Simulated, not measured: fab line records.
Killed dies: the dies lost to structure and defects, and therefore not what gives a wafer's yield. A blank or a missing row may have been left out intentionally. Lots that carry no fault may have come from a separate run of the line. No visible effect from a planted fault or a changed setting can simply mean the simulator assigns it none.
Chamber matching ; flow n5-finfet ; N5_BEOL_M12_ETCH_67 on rie-diel-04: 4 sister chambers
The step etches SiARC in CF4, target depth 143 nm, time 238.3 s. 14 wafers are shown with their chamber, then 7 later ones without.

== WAFERS WITH THEIR CHAMBER ==
wafer;chamber;showerhead-plenum-p-Torr (Torr);throttle-valve-pct (%);etch-rf-on-time-s (s)
L074.1;0;2.26;15.38;231
L074.2;1;2.03;15.57;239
L074.3;3;2.11;15.60;234
L082.1;3;2.10;15.63;237
L082.2;2;2.08;15.83;240
L082.6;2;2.08;15.84;239
L087.1;1;2.27;15.17;234
L087.5;1;2.27;15.17;236
L087.6;2;2.07;15.86;237
L091.3;3;2.10;15.16;232
L091.4;1;2.26;15.16;231
L091.5;3;2.10;15.16;232
L092.1;1;2.26;15.20;236
L092.3;2;2.07;15.89;237

SIGNATURES (averages over the wafers above)
reading;chamber 0;chamber 1;chamber 2;chamber 3;scatter within a chamber
showerhead-plenum-p-Torr;2.2600;2.2180;2.0750;2.1025;0.0667
throttle-valve-pct;15.3800;15.2540;15.8550;15.3875;0.183
etch-rf-on-time-s;231.00;235.20;238.25;233.75;2.41
Rule: distance of a wafer from a chamber = root of the sum over the readings of ((wafer's reading minus chamber's mean) / reading's scatter) squared. The wafer belongs to the nearest chamber; if the next one is less than 2 further off, it can't be placed. The scatter: take each reading less its chamber's mean, square it, sum over the shown wafers, divide by the number of wafers less the number of chambers, and take the root.

== WAFERS MISSING THEIR CHAMBER ==
wafer;showerhead-plenum-p-Torr (Torr);throttle-valve-pct (%);etch-rf-on-time-s (s)
L092.5;2.26;15.18;236
L095.2;2.07;15.88;241
L095.5;2.07;15.88;239
L095.6;2.26;15.18;236
L097.2;2.26;15.21;238
L097.4;2.07;15.92;240
L097.6;2.09;15.20;237

== EACH ONE'S CHAMBER ==
wafer;from the rows above;in truth
L092.5;can't be placed: 1 or 0 or 3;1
L095.2;2;2
L095.5;2;2
L095.6;can't be placed: 1 or 0 or 3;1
L097.2;can't be placed: 1 or 0 or 3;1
L097.4;2;2
L097.6;can't be placed: 3 or 1 or 2 or 0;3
Correctly placed: 3 of 7. Cannot be placed on the basis of these rows: 4; the candidates contain the true chamber in 4. 0 placed wrongly.
